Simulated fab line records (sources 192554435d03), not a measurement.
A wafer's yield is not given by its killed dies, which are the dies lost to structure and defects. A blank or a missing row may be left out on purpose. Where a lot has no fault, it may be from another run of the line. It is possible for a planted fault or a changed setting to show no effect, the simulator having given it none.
2 desks looking at one fault + flow n5-finfet + what lay behind the numbers comes last; until then each desk has only its own

THE DEFECT DESK
What the inspections along the route counted, lot by lot: means of the sampled wafers that have a number. The brackets show how far a lot's mean lies from the usual mean; more than 4 standard deviations puts the lot out of limits, marked OUT.
Columns: A = raw-defect-count at N5_STI_FIN_REVEAL_INSPECT_13, usual 11
| lot  | first seen here | A             |
|------|-----------------|---------------|
| L271 | day 4 12:21     | 14            |
| L275 | day 5 13:45     | 201 (+39) OUT |
| L280 | day 6 18:44     | 194 (+37) OUT |
| L286 | day 8 06:52     | 6             |
Finding of this desk: L275, L280 out of limits; the first was L275 at day 5 13:45, on raw-defect-count at N5_STI_FIN_REVEAL_INSPECT_13. In limits: L271, L286.

AT THE METROLOGY DESK
Lot by lot, what the gauges showed, no matter which tool ran the lot: averages of those sampled wafers that carry a number. The brackets show how far a lot's mean lies from the usual mean; more than 4 standard deviations puts the lot out of limits, marked OUT. Only the readings that lie furthest out on some lot appear, 7 of the 10 it has.
Columns: A = DIBL_N at N5_BEOL_M4_RC_MEAS_101, usual 36.4 mV/V; B = DIBL_P at N5_BEOL_M4_RC_MEAS_101, usual 36 mV/V; C = IOFF_P at N5_BEOL_M4_RC_MEAS_101, usual 0.21 nA/um; D = ION_N at N5_BEOL_M4_RC_MEAS_101, usual 677 uA/um; E = ION_P at N5_BEOL_M4_RC_MEAS_101, usual 464 uA/um; F = SS_N at N5_BEOL_M4_RC_MEAS_101, usual 71.5 mV/dec; G = VT_P at N5_BEOL_M4_RC_MEAS_101, usual -251 mV
| lot  | first seen here | A    | B  | C    | D   | E   | F    | G    |
|------|-----------------|------|----|------|-----|-----|------|------|
| L271 | day 10 14:57    | 37.6 | 36 | 0.24 | 666 | 457 | 71.3 | -250 |
| L275 | day 11 09:22    | 31.1 | 30 | 0.14 | 661 | 453 | 70.3 | -255 |
| L280 | day 12 20:42    | 37.8 | 37 | 0.20 | 676 | 465 | 71.4 | -252 |
| L286 | day 14 07:36    | 33.6 | 34 | 0.13 | 653 | 445 | 71.3 | -259 |
Result from this desk: across the 4 lots, nothing is out of limits.

BROUGHT TOGETHER
The defect desk could have raised an alarm at day 5 13:45, on L275, L280.
At the metrology desk, nothing out of limits was observed.
The metrology desk holds a record of L275, L280, inside its limits.
All the named lots went through N5_STI_FIN_REVEAL_STRIP_16 on wet-bench-02.

WHAT THE SIMULATOR HAD INSERTED
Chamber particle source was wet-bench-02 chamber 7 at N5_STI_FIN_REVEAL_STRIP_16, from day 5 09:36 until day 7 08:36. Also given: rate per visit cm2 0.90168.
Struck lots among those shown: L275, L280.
Hours from the fault's start to each desk's first reading out of limits: the defect desk, 4.
